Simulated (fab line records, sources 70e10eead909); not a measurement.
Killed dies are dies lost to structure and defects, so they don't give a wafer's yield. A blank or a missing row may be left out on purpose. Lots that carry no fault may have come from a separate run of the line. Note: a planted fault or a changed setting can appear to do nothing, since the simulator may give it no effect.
Matching of chambers / flow nand_harc / NHARC_A_STAIRCASE_DEP_151 on pecvd-01 has 3 sister chambers
The step deposits SiO2, target thk 7200 nm. 3 wafers are shown with their chamber, then 10 later ones without.

EACH WAFER AND ITS CHAMBER
wafer=L085.2; chamber=0; heater_power_w (W)=673
wafer=L085.5; chamber=1; heater_power_w (W)=733
wafer=L086.4; chamber=2; heater_power_w (W)=725

WAFERS WITHOUT THEIR CHAMBER
wafer=L086.5; heater_power_w (W)=533
wafer=L089.1; heater_power_w (W)=801
wafer=L089.3; heater_power_w (W)=680
wafer=L089.4; heater_power_w (W)=529
wafer=L096.1; heater_power_w (W)=848
wafer=L096.5; heater_power_w (W)=532
wafer=L096.6; heater_power_w (W)=759
wafer=L097.1; heater_power_w (W)=771
wafer=L097.2; heater_power_w (W)=673
wafer=L097.6; heater_power_w (W)=733

CHAMBER TAKEN BY EACH
wafer=L086.5; from the rows above=can't be placed: 0 or 2 or 1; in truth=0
wafer=L089.1; from the rows above=can't be placed: 1 or 2 or 0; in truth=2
wafer=L089.3; from the rows above=can't be placed: 0 or 2 or 1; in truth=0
wafer=L089.4; from the rows above=can't be placed: 0 or 2 or 1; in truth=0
wafer=L096.1; from the rows above=can't be placed: 1 or 2 or 0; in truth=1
wafer=L096.5; from the rows above=can't be placed: 0 or 2 or 1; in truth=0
wafer=L096.6; from the rows above=can't be placed: 1 or 2 or 0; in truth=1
wafer=L097.1; from the rows above=can't be placed: 1 or 2 or 0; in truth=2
wafer=L097.2; from the rows above=can't be placed: 0 or 2 or 1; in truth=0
wafer=L097.6; from the rows above=can't be placed: 1 or 2 or 0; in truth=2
Correctly placed: 0 of 10. Not placeable from these rows: 10 (in 10, the candidates include the true chamber). Wrongly placed: 0.
How it was worked out, from the rows above alone: a wafer's distance from a chamber is the root of the sum, over the readings, of the square of ((its reading less the chamber's mean) divided by the reading's scatter). The wafer belongs to the nearest chamber; if the next one is less than 2 further off, it can't be placed. A chamber's mean is the mean of its shown wafers. The scatter (one wafer shown for each chamber): square how far every hidden wafer sits from the nearest shown wafer, average those squares and take the square root.
